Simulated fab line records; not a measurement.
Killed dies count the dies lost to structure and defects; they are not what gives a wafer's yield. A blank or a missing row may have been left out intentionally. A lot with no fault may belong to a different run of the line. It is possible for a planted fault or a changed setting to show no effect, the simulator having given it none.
fab line records | flow nand-harc | part 1 of 2: steps 1 to 18 of 27
[record] lots = 5 | wafers = 15 | last-day = 33
route steps=1302 shown A_CONTACT@1080 A_BLC@1107
lots untouched by any fault: they come from a run of this same line in which no faults occurred
start-h: start of the lot's first displayed wafer, in hours after the record's first day | wait-h: hours since the lot's step before | " the same as in the row above | L1.1+2: several wafers, shown together as one row | - no value, or no start given | * or withheld: withheld | < > ~ a bound
route shown NAME@n: names a module that has steps shown in the file, with the first one's number in the route | usual: average and standard deviation across the fault-free wafers | same: alike in all rows | chamber/n: place in a boat | sites: each site's reading | _std_site: standard deviation across them | _edge_site: outer sites' mean less inner sites' | radius-mm: how far each site lies from the wafer's centre | mask NAME#n: copy n | behind: the tool/chamber that last shaped the wafer | hold: reason for holding the lot/hours on hold/outcome of the hold | device: whichever transistor did not switch (one of n, p or np) | end of line: at the end of the route, the tests of the same wafers | for a step that has no rows: nothing shown but its recipe | killed: at the first sort, the dies lost to defects and structure; wafer yield is something else | map: shows each die of a wafer: x if killed, . if not, _ if none is there
set.NAME: the setting the step ran with; set.NAME@STEP: the setting that earlier step ran with | model.NAME: the simulator's own value behind a step, which no gauge read
lots seen at some steps along the route; tables by step, rows by wafer
services: when a tool's chamber went out of use (start-h, in hours from the record's first day, below 0 if earlier), for how many hours, and the reason
[[steps]]
[step NHARC_A_CONTACT_INSPECT_10]
[usual] raw-defect-count = 84/43
lot.wafer | tool              | chamber | start-h | wait-h | raw-defect-count
L079.1    | defect-inspect-01 | -       | 556.24  | 0.0    | 55
L079.2    | "                 | -       | "       | "      | 73
L079.6    | "                 | -       | "       | "      | 69
L080.2    | defect-inspect-01 | -       | 590.98  | 0.0    | 131
L080.4    | "                 | -       | "       | "      | 110
L080.6    | "                 | -       | "       | "      | 124
L086.2    | defect-inspect-01 | -       | 635.35  | 0.0    | 147
L086.4    | "                 | -       | "       | "      | 148
L086.6    | "                 | -       | "       | "      | 124
L089.2    | defect-inspect-01 | -       | 656.57  | 0.0    | 136
L089.3    | "                 | -       | "       | "      | 130
L089.6    | "                 | -       | "       | "      | 160
L096.2    | defect-inspect-02 | -       | 728.56  | 0.0    | 23
L096.4    | "                 | -       | "       | "      | 24
L096.6    | "                 | -       | "       | "      | 22
[step NHARC_A_CONTACT_DESCUM_13]
[recipe] time-s = 3 | o2-flow-sccm = 200 | ar-flow-sccm = 0 | bias-power-w = 0 | chemistry = O2
[usual] drypump-motor-current-A = 5.3/0.34 | oes-product-au = 0.999/0.0085 | rf-vpp-V = 57.6/0.88 | showerhead-plenum-p-Torr = 1.87/0.076 | throttle-valve-pct = 11.311/0.0081
lot.wafer | tool        | chamber | start-h | wait-h | drypump-motor-current-A | oes-product-au | rf-hours-counter-h | rf-vpp-V | showerhead-plenum-p-Torr | throttle-valve-pct
L079.2    | rie-diel-13 | 3       | 556.31  | 0.1    | 5.5                     | 1.001          | 4                  | 57.2     | 1.86                     | 11.300
L079.1    | "           | 1       | "       | "      | 5.7                     | 0.986          | 4                  | 57.3     | 1.97                     | 11.311
L079.6    | "           | 3       | "       | "      | 5.5                     | 1.001          | -                  | 57.0     | 1.86                     | 11.316
L080.2    | rie-diel-13 | 2       | 591.04  | 0.1    | 4.9                     | 0.985          | 11                 | 56.7     | 1.79                     | 11.310
L080.4    | "           | 0       | "       | "      | 5.2                     | 0.989          | 12                 | 58.3     | 1.91                     | 11.312
L080.6    | "           | 3       | "       | "      | 5.6                     | 0.997          | -                  | 56.8     | 1.86                     | 11.310
L086.2    | rie-diel-13 | 2       | 635.42  | 0.1    | 4.9                     | 0.988          | 19                 | 57.1     | 1.79                     | 11.316
L086.4    | "           | 3       | "       | "      | 5.6                     | 0.997          | 19                 | 57.3     | 1.86                     | 11.321
L086.6    | "           | 2       | "       | "      | 4.9                     | 0.994          | -                  | 56.7     | 1.79                     | 11.321
L089.3    | rie-diel-13 | 3       | 656.63  | 0.1    | 5.6                     | 0.998          | 27                 | 57.3     | 1.85                     | 11.319
L089.2    | "           | 0       | "       | "      | 5.2                     | 0.987          | 26                 | 57.3     | 1.91                     | 11.314
L089.6    | "           | 3       | "       | "      | 5.5                     | 1.013          | -                  | 58.1     | 1.85                     | 11.297
L096.4    | rie-diel-12 | 1       | 728.62  | 0.1    | 6.6                     | 1.023          | 36                 | 57.4     | 1.77                     | 11.309
L096.2    | "           | 2       | "       | "      | 5.5                     | 1.003          | 39                 | 56.0     | 1.78                     | 11.319
L096.6    | "           | 1       | "       | "      | 6.6                     | 1.005          | -                  | 56.8     | 1.77                     | 11.306
[step NHARC_A_CONTACT_ETCH_88]
[recipe] target-depth-a = 390 | over-etch-frac = 0.3 | time-s = 65 | ion-energy-ev = 80 | cf4-flow-sccm = 150 | ar-flow-sccm = 0 | rf-w = 300 | bias-w = 100 | chemistry = CF4
[usual] cf4-flow-sccm = 150.1/0.43 | drypump-motor-current-A = 5.3/0.33 | oes-product-au = 0.999/0.008 | rf-vpp-V = 150.8/1.2 | showerhead-plenum-p-Torr = 1.74/0.066 | throttle-valve-pct = 13.284/0.0097
[same] over-etch-frac = 0.3
lot.wafer | tool        | chamber | start-h | wait-h | cf4-flow-sccm | drypump-motor-current-A | oes-product-au | rf-hours-counter-h | rf-vpp-V | showerhead-plenum-p-Torr | throttle-valve-pct
L079.1    | rie-diel-13 | 3       | 556.40  | 0.1    | 150.7         | 5.5                     | 0.996          | 4                  | 150.2    | 1.72                     | 13.292
L079.2    | "           | 0       | "       | "      | 150.6         | 5.2                     | 1.005          | 4                  | 151.3    | 1.77                     | 13.307
L079.6    | "           | 2       | "       | "      | 149.6         | 4.9                     | 1.002          | -                  | 148.6    | 1.66                     | 13.271
L080.2    | rie-diel-13 | 1       | 591.16  | 0.1    | 148.9         | 5.7                     | 0.992          | 12                 | 151.3    | 1.82                     | 13.297
L080.4    | "           | 0       | "       | "      | 150.4         | 5.2                     | 1.002          | 12                 | 150.0    | 1.77                     | 13.289
L080.6    | "           | 1       | "       | "      | 149.4         | 5.7                     | 0.992          | -                  | 151.7    | 1.82                     | 13.276
L086.2    | rie-diel-13 | 2       | 635.51  | 0.1    | 149.7         | 4.9                     | 0.996          | 19                 | 149.3    | 1.66                     | 13.287
L086.4    | "           | 3       | "       | "      | 151.4         | 5.6                     | 0.999          | 19                 | 151.3    | 1.72                     | 13.288
L086.6    | "           | 2       | "       | "      | 149.7         | 4.9                     | 0.999          | -                  | 150.5    | 1.66                     | 13.287
L089.2    | rie-diel-13 | 3       | 656.72  | 0.1    | 149.7         | 5.6                     | 0.997          | 27                 | 150.5    | 1.72                     | 13.279
L089.3    | "           | 0       | "       | "      | 149.5         | 5.2                     | 0.992          | 26                 | 151.3    | 1.76                     | 13.294
L089.6    | "           | 0       | "       | "      | 149.5         | 5.2                     | 0.986          | -                  | 150.9    | 1.76                     | 13.291
L096.2    | rie-diel-12 | 2       | 728.78  | 0.1    | 150.1         | 5.4                     | 0.991          | 39                 | 150.0    | 1.65                     | 13.288
L096.4    | "           | 1       | "       | "      | 150.5         | 6.6                     | 1.002          | 36                 | 149.9    | 1.65                     | 13.273
L096.6    | "           | 3       | "       | "      | 150.6         | 5.9                     | 1.026          | -                  | 152.5    | 1.88                     | 13.289
[step NHARC_A_CONTACT_ETCH_89]
[recipe] target-depth-a = 2600 | over-etch-frac = 0.3 | time-s = 475.3 | ion-energy-ev = 200 | n2-flow-sccm = 150 | h2-flow-sccm = 150 | ar-flow-sccm = 0 | rf-w = 400 | bias-w = 150 | chemistry = N2/H2
[usual] drypump-motor-current-A = 5.4/0.32 | oes-product-au = 0.999/0.0097 | rf-vpp-V = 429.6/2.4 | showerhead-plenum-p-Torr = 2.00/0.081 | throttle-valve-pct = 14.172/0.0094
[same] over-etch-frac = 0.3
lot.wafer | tool        | chamber | start-h | wait-h | drypump-motor-current-A | oes-product-au | rf-hours-counter-h | rf-vpp-V | showerhead-plenum-p-Torr | throttle-valve-pct
L079.2    | rie-diel-13 | 3       | -       | -      | 5.6                     | 0.999          | 4                  | 428.7    | 1.98                     | 14.165
L079.1    | "           | 0       | "       | "      | 5.2                     | 0.996          | 4                  | 429.7    | 2.04                     | 14.191
L079.6    | "           | 1       | "       | "      | 5.7                     | 0.987          | -                  | 432.3    | 2.10                     | 14.179
L080.4    | rie-diel-13 | 3       | -       | -      | 5.6                     | 1.009          | 12                 | 429.7    | 1.98                     | 14.170
L080.2    | "           | 1       | "       | "      | 5.7                     | 0.988          | 12                 | 431.1    | 2.10                     | 14.152
L080.6    | "           | 3       | "       | "      | 5.6                     | 1.003          | -                  | 428.6    | 1.98                     | 14.173
L086.2    | rie-diel-13 | 2       | -       | -      | 4.9                     | 0.991          | 19                 | 427.2    | 1.90                     | 14.174
L086.4    | "           | 1       | "       | "      | 5.7                     | 0.985          | 19                 | 432.9    | 2.10                     | 14.176
L086.6    | "           | 3       | "       | "      | 5.6                     | 1.005          | -                  | 429.7    | 1.98                     | 14.172
L089.2    | rie-diel-13 | 0       | -       | -      | 5.2                     | 0.999          | 26                 | 430.4    | 2.03                     | 14.170
L089.3    | "           | 1       | "       | "      | 5.7                     | 0.990          | 24                 | 431.9    | 2.10                     | 14.173
L089.6    | "           | 3       | "       | "      | 5.6                     | 1.004          | -                  | 429.5    | 1.98                     | 14.184
L096.2    | rie-diel-12 | 3       | -       | -      | 5.9                     | 1.032          | 34                 | 434.8    | 2.19                     | 14.175
L096.4    | "           | 0       | "       | "      | 6.3                     | 1.036          | 35                 | 430.4    | 2.05                     | 14.192
L096.6    | "           | 0       | "       | "      | 6.3                     | 1.039          | -                  | 431.1    | 2.04                     | 14.162
[step NHARC_A_CONTACT_ETCH_30]
[recipe] target-depth-a = 726 | time-s = 36.3 | cf4-flow-sccm = 100 | chf3-flow-sccm = 30 | ar-flow-sccm = 0 | rf-w = 500 | bias-w = 200 | chemistry = CF4/CHF3
[usual] cf4-flow-sccm = 100.0/0.3 | drypump-motor-current-A = 5.3/0.34 | oes-product-au = 0.934/0.018 | rf-vpp-V = 369.6/2.2 | showerhead-plenum-p-Torr = 1.54/0.059 | throttle-valve-pct = 16.802/0.0092
lot.wafer | tool        | chamber | start-h | wait-h | cf4-flow-sccm | drypump-motor-current-A | oes-product-au | rf-hours-counter-h | rf-vpp-V | showerhead-plenum-p-Torr | throttle-valve-pct
L079.1    | rie-diel-13 | 2       | -       | -      | 100.3         | 4.9                     | 0.935          | 3                  | 367.4    | 1.48                     | 16.806
L079.2    | "           | 0       | "       | "      | 99.8          | 5.1                     | 0.930          | 4                  | 370.8    | 1.57                     | 16.813
L079.6    | "           | 2       | "       | "      | 100.1         | 4.9                     | 0.920          | -                  | 368.3    | 1.48                     | 16.810
L080.2    | rie-diel-13 | 1       | -       | -      | 99.7          | 5.7                     | 0.915          | 13                 | 372.3    | 1.62                     | 16.798
L080.4    | "           | 3       | "       | "      | 99.6          | 5.5                     | 0.932          | 12                 | 369.3    | 1.53                     | 16.803
L080.6    | "           | 0       | "       | "      | 100.1         | 5.2                     | 0.919          | -                  | 370.7    | 1.57                     | 16.806
L086.2    | rie-diel-13 | 0       | -       | -      | 100.5         | 5.2                     | 0.919          | 19                 | 370.4    | 1.57                     | 16.810
L086.4    | "           | 1       | "       | "      | 100.1         | 5.7                     | 0.913          | 19                 | 371.3    | 1.61                     | 16.806
L086.6    | "           | 1       | "       | "      | 99.8          | 5.7                     | 0.918          | -                  | 373.8    | 1.61                     | 16.802
L089.3    | rie-diel-13 | 2       | -       | -      | 100.0         | 4.9                     | 0.930          | 25                 | 367.5    | 1.47                     | 16.792
L089.2    | "           | 3       | "       | "      | 99.8          | 5.6                     | 0.936          | 27                 | 370.0    | 1.53                     | 16.810
L089.6    | "           | 2       | "       | "      | 99.6          | 4.9                     | 0.929          | -                  | 367.5    | 1.47                     | 16.812
L096.4    | rie-diel-12 | 1       | -       | -      | 100.5         | 6.6                     | 0.930          | 36                 | 367.0    | 1.46                     | 16.809
L096.2    | "           | 0       | "       | "      | 100.3         | 6.3                     | 0.951          | 35                 | 371.0    | 1.58                     | 16.791
L096.6    | "           | 1       | "       | "      | 100.2         | 6.6                     | 0.929          | -                  | 367.7    | 1.46                     | 16.797
[step NHARC_A_CONTACT_ETCH_31]
[recipe] target-depth-a = 28000 | over-etch-frac = 0.3 | time-s = 728 | ion-energy-ev = 150 | o2-flow-sccm = 400 | cos-flow-sccm = 20 | ar-flow-sccm = 0 | rf-w = 500 | bias-w = 300 | chemistry = O2/COS
[usual] drypump-motor-current-A = 5.3/0.34 | oes-product-au = 0.998/0.0081 | rf-vpp-V = 313.1/1.8 | showerhead-plenum-p-Torr = 3.05/0.11 | throttle-valve-pct = 28.331/0.0098
[same] over-etch-frac = 0.3
lot.wafer | tool        | chamber | start-h | wait-h | drypump-motor-current-A | oes-product-au | rf-hours-counter-h | rf-vpp-V | showerhead-plenum-p-Torr | throttle-valve-pct
L079.2    | rie-diel-13 | 3       | -       | -      | 5.6                     | 0.995          | 4                  | 313.2    | 3.04                     | 28.340
L079.1    | "           | 1       | "       | "      | 5.7                     | 0.984          | 4                  | 315.2    | 3.21                     | 28.332
L079.6    | "           | 3       | "       | "      | 5.6                     | 0.988          | -                  | 313.1    | 3.04                     | 28.333
L080.2    | rie-diel-13 | 2       | -       | -      | 4.9                     | 1.003          | 12                 | 310.5    | 2.93                     | 28.339
L080.4    | "           | 1       | "       | "      | 5.7                     | 0.995          | 13                 | 315.4    | 3.21                     | 28.311
L080.6    | "           | 3       | "       | "      | 5.5                     | 0.988          | -                  | 313.0    | 3.04                     | 28.356
L086.2    | rie-diel-13 | 3       | -       | -      | 5.6                     | 1.017          | 19                 | 312.9    | 3.03                     | 28.340
L086.4    | "           | 1       | "       | "      | 5.7                     | 0.993          | 19                 | 316.7    | 3.20                     | 28.341
L086.6    | "           | 3       | "       | "      | 5.6                     | 0.997          | -                  | 313.0    | 3.03                     | 28.323
L089.3    | rie-diel-13 | 0       | -       | -      | 5.2                     | 0.989          | 26                 | 313.9    | 3.11                     | 28.323
L089.2    | "           | 2       | "       | "      | 4.9                     | 1.003          | 25                 | 312.1    | 2.92                     | 28.321
L089.6    | "           | 0       | "       | "      | 5.2                     | 0.994          | -                  | 313.8    | 3.11                     | 28.316
L096.2    | rie-diel-12 | 1       | -       | -      | 6.6                     | 0.998          | 36                 | 311.3    | 2.90                     | 28.330
L096.4    | "           | 2       | "       | "      | 5.4                     | 1.007          | 39                 | 311.8    | 2.91                     | 28.341
L096.6    | "           | 2       | "       | "      | 5.4                     | 0.999          | -                  | 309.8    | 2.91                     | 28.329
[step NHARC_A_CONTACT_ETCH_134]
[recipe] source-w = withheld | pressure-mtorr = 20 | bias-v = withheld | time-s = 140 | target-depth-a = 7000 | ar-flow-sccm = withheld | c4f8-flow-sccm = withheld | o2-flow-sccm = withheld | chemistry = C4F8/O2/Ar
lot.wafer | tool            | chamber | start-h | wait-h | rf-hours-counter-h
L079.2    | har-cap-etch-01 | 0       | 557.42  | -      | 5
L079.1    | "               | 1       | "       | "      | 5
L079.6    | "               | 0       | "       | "      | -
L080.2    | har-cap-etch-02 | 0       | 592.37  | -      | 104
L080.4    | "               | 1       | "       | "      | -
L080.6    | "               | 0       | "       | "      | -
L086.2    | har-cap-etch-01 | 1       | 636.55  | -      | 23
L086.4    | "               | 1       | "       | "      | -
L086.6    | "               | 1       | "       | "      | -
L089.2    | har-cap-etch-01 | 1       | 657.79  | -      | 30
L089.3    | "               | 1       | "       | "      | -
L089.6    | "               | 0       | "       | "      | -
L096.2    | har-cap-etch-03 | 0       | 729.92  | -      | 79
L096.4    | "               | 1       | "       | "      | -
L096.6    | "               | 0       | "       | "      | -
[step NHARC_A_CONTACT_ETCH_135]
[recipe] source-w = withheld | pressure-mtorr = 20 | bias-v = 1200 | time-s = 311 | target-depth-a = 19120 | ar-flow-sccm = withheld | c4f8-flow-sccm = withheld | o2-flow-sccm = withheld | chemistry = C4F8/O2/Ar
lot.wafer | tool            | chamber | start-h | wait-h | rf-hours-counter-h
L079.2    | har-cap-etch-01 | 0       | 557.62  | 0.2    | 6
L079.1    | "               | 1       | "       | "      | 6
L079.6    | "               | 0       | "       | "      | -
L080.2    | har-cap-etch-02 | 0       | 592.57  | 0.2    | 104
L080.4    | "               | 1       | "       | "      | -
L080.6    | "               | 0       | "       | "      | -
L086.2    | har-cap-etch-01 | 1       | 636.75  | 0.2    | 23
L086.4    | "               | 1       | "       | "      | -
L086.6    | "               | 1       | "       | "      | -
L089.2    | har-cap-etch-01 | 1       | 658.00  | 0.2    | 30
L089.3    | "               | 1       | "       | "      | -
L089.6    | "               | 0       | "       | "      | -
L096.2    | har-cap-etch-03 | 0       | 730.12  | 0.2    | 79
L096.4    | "               | 1       | "       | "      | -
L096.6    | "               | 0       | "       | "      | -
[step NHARC_A_CONTACT_ETCH_136]
[recipe] source-w = withheld | pressure-mtorr = 20 | bias-v = 1200 | time-s = 311 | target-depth-a = 19120 | ar-flow-sccm = withheld | c4f8-flow-sccm = withheld | o2-flow-sccm = withheld | chemistry = C4F8/O2/Ar
lot.wafer | tool            | chamber | start-h | wait-h | rf-hours-counter-h
L079.2    | har-cap-etch-01 | 0       | 557.90  | 0.2    | 6
L079.1    | "               | 1       | "       | "      | 6
L079.6    | "               | 0       | "       | "      | -
L080.2    | har-cap-etch-02 | 0       | 592.85  | 0.2    | 104
L080.4    | "               | 1       | "       | "      | -
L080.6    | "               | 0       | "       | "      | -
L086.2    | har-cap-etch-01 | 1       | 637.02  | 0.2    | 23
L086.4    | "               | 1       | "       | "      | -
L086.6    | "               | 1       | "       | "      | -
L089.2    | har-cap-etch-01 | 1       | 658.27  | 0.2    | 31
L089.3    | "               | 1       | "       | "      | -
L089.6    | "               | 0       | "       | "      | -
L096.2    | har-cap-etch-03 | 0       | 730.39  | 0.2    | 80
L096.4    | "               | 1       | "       | "      | -
L096.6    | "               | 0       | "       | "      | -
[step NHARC_A_CONTACT_ETCH_137]
[recipe] source-w = withheld | pressure-mtorr = 20 | bias-v = 1200 | time-s = 311 | target-depth-a = 19120 | ar-flow-sccm = withheld | c4f8-flow-sccm = withheld | o2-flow-sccm = withheld | chemistry = C4F8/O2/Ar
lot.wafer | tool            | chamber | start-h | wait-h | rf-hours-counter-h
L079.2    | har-cap-etch-01 | 0       | 558.17  | 0.2    | 6
L079.1    | "               | 1       | "       | "      | 6
L079.6    | "               | 0       | "       | "      | -
L080.2    | har-cap-etch-02 | 0       | 593.12  | 0.2    | 104
L080.4    | "               | 1       | "       | "      | -
L080.6    | "               | 0       | "       | "      | -
L086.2    | har-cap-etch-01 | 1       | 637.30  | 0.2    | 24
L086.4    | "               | 1       | "       | "      | -
L086.6    | "               | 1       | "       | "      | -
L089.2    | har-cap-etch-01 | 1       | 658.54  | 0.2    | 31
L089.3    | "               | 1       | "       | "      | -
L089.6    | "               | 0       | "       | "      | -
L096.2    | har-cap-etch-03 | 0       | 730.66  | 0.2    | 80
L096.4    | "               | 1       | "       | "      | -
L096.6    | "               | 0       | "       | "      | -
[step NHARC_A_CONTACT_ETCH_138]
[recipe] source-w = withheld | pressure-mtorr = 20 | bias-v = 1200 | time-s = 311 | target-depth-a = 19140 | ar-flow-sccm = withheld | c4f8-flow-sccm = withheld | o2-flow-sccm = withheld | chemistry = C4F8/O2/Ar
lot.wafer | tool            | chamber | start-h | wait-h | rf-hours-counter-h
L079.2    | har-cap-etch-01 | 0       | 558.44  | 0.2    | 6
L079.1    | "               | 1       | "       | "      | 6
L079.6    | "               | 0       | "       | "      | -
L080.2    | har-cap-etch-02 | 0       | 593.40  | 0.2    | 105
L080.4    | "               | 1       | "       | "      | -
L080.6    | "               | 0       | "       | "      | -
L086.2    | har-cap-etch-01 | 1       | 637.57  | 0.2    | 24
L086.4    | "               | 1       | "       | "      | -
L086.6    | "               | 1       | "       | "      | -
L089.2    | har-cap-etch-01 | 1       | 658.81  | 0.2    | 31
L089.3    | "               | 1       | "       | "      | -
L089.6    | "               | 0       | "       | "      | -
L096.2    | har-cap-etch-03 | 0       | 730.93  | 0.2    | 80
L096.4    | "               | 1       | "       | "      | -
L096.6    | "               | 0       | "       | "      | -
[step NHARC_A_CONTACT_ETCH_139]
[recipe] source-w = withheld | pressure-mtorr = 20 | bias-v = 400 | time-s = 195 | target-depth-a = 8400 | ar-flow-sccm = withheld | c4f8-flow-sccm = 11.5 | o2-flow-sccm = 7.2 | chemistry = C4F8/O2/Ar
lot.wafer | tool            | chamber | start-h | wait-h | rf-hours-counter-h
L079.2    | har-cap-etch-01 | 0       | 558.71  | 0.2    | 7
L079.1    | "               | 1       | "       | "      | 7
L079.6    | "               | 0       | "       | "      | -
L080.2    | har-cap-etch-02 | 0       | 593.66  | 0.2    | 105
L080.4    | "               | 1       | "       | "      | -
L080.6    | "               | 0       | "       | "      | -
L086.2    | har-cap-etch-01 | 1       | 637.83  | 0.2    | 24
L086.4    | "               | 1       | "       | "      | -
L086.6    | "               | 1       | "       | "      | -
L089.2    | har-cap-etch-01 | 1       | 659.08  | 0.2    | 31
L089.3    | "               | 1       | "       | "      | -
L089.6    | "               | 0       | "       | "      | -
L096.2    | har-cap-etch-03 | 0       | 731.20  | 0.2    | 80
L096.4    | "               | 1       | "       | "      | -
L096.6    | "               | 0       | "       | "      | -
[step NHARC_A_CONTACT_ETCH_92]
[recipe] target-depth-a = 400 | over-etch-frac = 0.5 | time-s = 85.7 | ion-energy-ev = 120 | ch3f-flow-sccm = 50 | o2-flow-sccm = 30 | ar-flow-sccm = 200 | rf-w = 500 | bias-w = 100 | chemistry = CH3F/O2
[usual] drypump-motor-current-A = 5.5/0.47 | oes-product-au = 0.941/0.029 | rf-vpp-V = 243.8/1.6 | showerhead-plenum-p-Torr = 2.41/0.11 | throttle-valve-pct = 20.662/0.0092
[same] over-etch-frac = 0.5
lot.wafer | tool        | chamber | start-h | wait-h | drypump-motor-current-A | oes-product-au | rf-hours-counter-h | rf-vpp-V | showerhead-plenum-p-Torr | throttle-valve-pct
L079.1    | rie-diel-06 | 0       | 559.27  | 0.5    | 5.4                     | 1.000          | 24                 | 243.7    | 2.32                     | 20.674
L079.2    | "           | 2       | "       | "      | 4.9                     | 1.004          | 24                 | 243.5    | 2.40                     | 20.662
L079.6    | "           | 1       | "       | "      | 5.3                     | 1.011          | -                  | 245.5    | 2.61                     | 20.657
L080.4    | rie-diel-13 | 2       | 594.26  | 0.4    | 4.9                     | 0.932          | 12                 | 242.7    | 2.30                     | 20.672
L080.2    | "           | 3       | "       | "      | 5.6                     | 0.932          | 12                 | 243.7    | 2.39                     | 20.672
L080.6    | "           | 1       | "       | "      | 5.7                     | 0.933          | -                  | 245.8    | 2.53                     | 20.652
L086.4    | rie-diel-06 | 0       | 638.41  | 0.4    | 5.4                     | 0.992          | 48                 | 242.3    | 2.31                     | 20.657
L086.2    | "           | 2       | "       | "      | 4.9                     | 1.004          | 51                 | 244.8    | 2.39                     | 20.654
L086.6    | "           | 3       | "       | "      | 5.4                     | 0.993          | -                  | 243.6    | 2.27                     | 20.668
L089.3    | rie-diel-12 | 1       | 659.61  | 0.4    | 6.6                     | 0.926          | 12                 | 241.9    | 2.29                     | 20.646
L089.2    | "           | 2       | "       | "      | 5.5                     | 0.922          | 12                 | 244.0    | 2.30                     | 20.664
L089.6    | "           | 1       | "       | "      | 6.6                     | 0.926          | -                  | 243.8    | 2.29                     | 20.656
L096.4    | rie-diel-13 | 2       | 731.77  | 0.4    | 4.9                     | 0.916          | 6                  | 241.8    | 2.29                     | 20.659
L096.2    | "           | 0       | "       | "      | 5.2                     | 0.923          | 5                  | 244.7    | 2.45                     | 20.665
L096.6    | "           | 1       | "       | "      | 5.7                     | 0.926          | -                  | 244.9    | 2.52                     | 20.669
[step NHARC_A_CONTACT_ETCH_98]
[recipe] target-depth-a = 200 | over-etch-frac = 0.5 | time-s = 10 | ion-energy-ev = 250 | c4f6-flow-sccm = 25 | o2-flow-sccm = 20 | ar-flow-sccm = 500 | rf-w = 600 | bias-w = 500 | chemistry = C4F6/O2
[usual] drypump-motor-current-A = 5.5/0.47 | oes-product-au = 0.958/0.024 | rf-vpp-V = 545/3.6 | showerhead-plenum-p-Torr = 3.86/0.17 | throttle-valve-pct = 26.902/0.0092
[same] over-etch-frac = 0.5
lot.wafer | tool        | chamber | start-h | wait-h | drypump-motor-current-A | oes-product-au | rf-hours-counter-h | rf-vpp-V | showerhead-plenum-p-Torr | throttle-valve-pct
L079.1    | rie-diel-06 | 0       | -       | -      | 5.4                     | 0.997          | 24                 | 541      | 3.72                     | 26.891
L079.2    | "           | 2       | "       | "      | 4.9                     | 1.014          | 24                 | 545      | 3.84                     | 26.907
L079.6    | "           | 0       | "       | "      | 5.4                     | 0.995          | -                  | 543      | 3.72                     | 26.908
L080.2    | rie-diel-13 | 3       | -       | -      | 5.5                     | 0.940          | 12                 | 544      | 3.82                     | 26.912
L080.4    | "           | 0       | "       | "      | 5.2                     | 0.950          | 13                 | 547      | 3.92                     | 26.906
L080.6    | "           | 1       | "       | "      | 5.7                     | 0.939          | -                  | 549      | 4.03                     | 26.879
L086.2    | rie-diel-06 | 3       | -       | -      | 5.4                     | 0.998          | 47                 | 540      | 3.65                     | 26.897
L086.4    | "           | 1       | "       | "      | 5.2                     | 1.006          | 51                 | 550      | 4.13                     | 26.913
L086.6    | "           | 3       | "       | "      | 5.4                     | 1.008          | -                  | 541      | 3.65                     | 26.920
L089.2    | rie-diel-12 | 0       | 659.76  | 0.1    | 6.3                     | 0.964          | 10                 | 549      | 3.95                     | 26.905
L089.3    | "           | 2       | "       | "      | 5.5                     | 0.946          | 12                 | 542      | 3.68                     | 26.889
L089.6    | "           | 2       | "       | "      | 5.5                     | 0.946          | -                  | 542      | 3.68                     | 26.897
L096.2    | rie-diel-13 | 2       | -       | -      | 4.9                     | 0.953          | 6                  | 541      | 3.68                     | 26.913
L096.4    | "           | 3       | "       | "      | 5.6                     | 0.925          | 5                  | 546      | 3.81                     | 26.914
L096.6    | "           | 3       | "       | "      | 5.6                     | 0.932          | -                  | 543      | 3.81                     | 26.903
[step NHARC_A_CONTACT_CD_MEAS_15]
[usual] cd-nm = 190.0/0.52
lot.wafer | tool      | chamber | start-h | wait-h | cd-nm
L079.1    | cd-sem-03 | -       | 559.48  | -      | 190.1
L079.2    | "         | -       | "       | "      | 190.0
L079.6    | "         | -       | "       | "      | 190.0
L080.2    | cd-sem-03 | -       | 594.46  | -      | 190.2
L080.4    | "         | -       | "       | "      | 189.3
L080.6    | "         | -       | "       | "      | 189.3
L086.2    | cd-sem-03 | -       | 638.61  | -      | 189.5
L086.4    | "         | -       | "       | "      | 189.5
L086.6    | "         | -       | "       | "      | 190.6
L089.2    | cd-sem-03 | -       | 659.85  | -      | 189.5
L089.3    | "         | -       | "       | "      | 190.0
L089.6    | "         | -       | "       | "      | 189.9
L096.2    | cd-sem-02 | -       | 731.98  | -      | 190.0
L096.4    | "         | -       | "       | "      | 190.1
L096.6    | "         | -       | "       | "      | 189.7
[step NHARC_A_CONTACT_STRIP_107]
[recipe] n2-flow-sccm = 150 | h2-flow-sccm = 150 | ar-flow-sccm = 0 | bias-w = 0 | chemistry = N2/H2
lot.wafer  | tool        | chamber | start-h | wait-h
L079.1+2+6 | rie-diel-06 | 3,0,2   | 559.57  | 0.1
L080.2+4+6 | rie-diel-12 | 1,2,2   | 594.54  | 0.1
L086.2+4+6 | rie-diel-06 | 1,0,2   | 638.68  | 0.1
L089.3+2+6 | rie-diel-13 | 1,3,1   | 659.93  | 0.1
L096.2+4+6 | rie-diel-13 | 3,1,3   | 732.05  | 0.1
[step NHARC_A_CONTACT_STRIP_108]
[recipe] cf4-flow-sccm = 100 | chf3-flow-sccm = 30 | ar-flow-sccm = 0 | bias-w = 0 | chemistry = CF4/CHF3
lot.wafer  | tool        | chamber | start-h | wait-h
L079.2+1+6 | rie-diel-06 | 3,2,0   | 559.65  | 0.1
L080.4+2+6 | rie-diel-12 | 0,2,0   | 594.63  | 0.1
L086.2+4+6 | rie-diel-06 | 0,1,0   | 638.78  | 0.1
L089.3+2+6 | rie-diel-13 | 2,1,3   | 660.02  | 0.1
L096.4+2+6 | rie-diel-13 | 3,1,3   | 732.15  | 0.1
[step NHARC_A_CONTACT_STRIP_109]
[recipe] o2-flow-sccm = 400 | cos-flow-sccm = 20 | ar-flow-sccm = 0 | bias-w = 0 | chemistry = O2/COS
lot.wafer  | tool        | chamber | start-h | wait-h
L079.2+1+6 | rie-diel-06 | 0,3,0   | 559.72  | 0.1
L080.2+4+6 | rie-diel-12 | 3,0,2   | 594.70  | 0.1
L086.4+2+6 | rie-diel-06 | 0,1,0   | 638.84  | 0.1
L089.3+2+6 | rie-diel-13 | 0,1,3   | 660.08  | 0.1
L096.2+4+6 | rie-diel-13 | 2,0,3   | 732.21  | 0.1
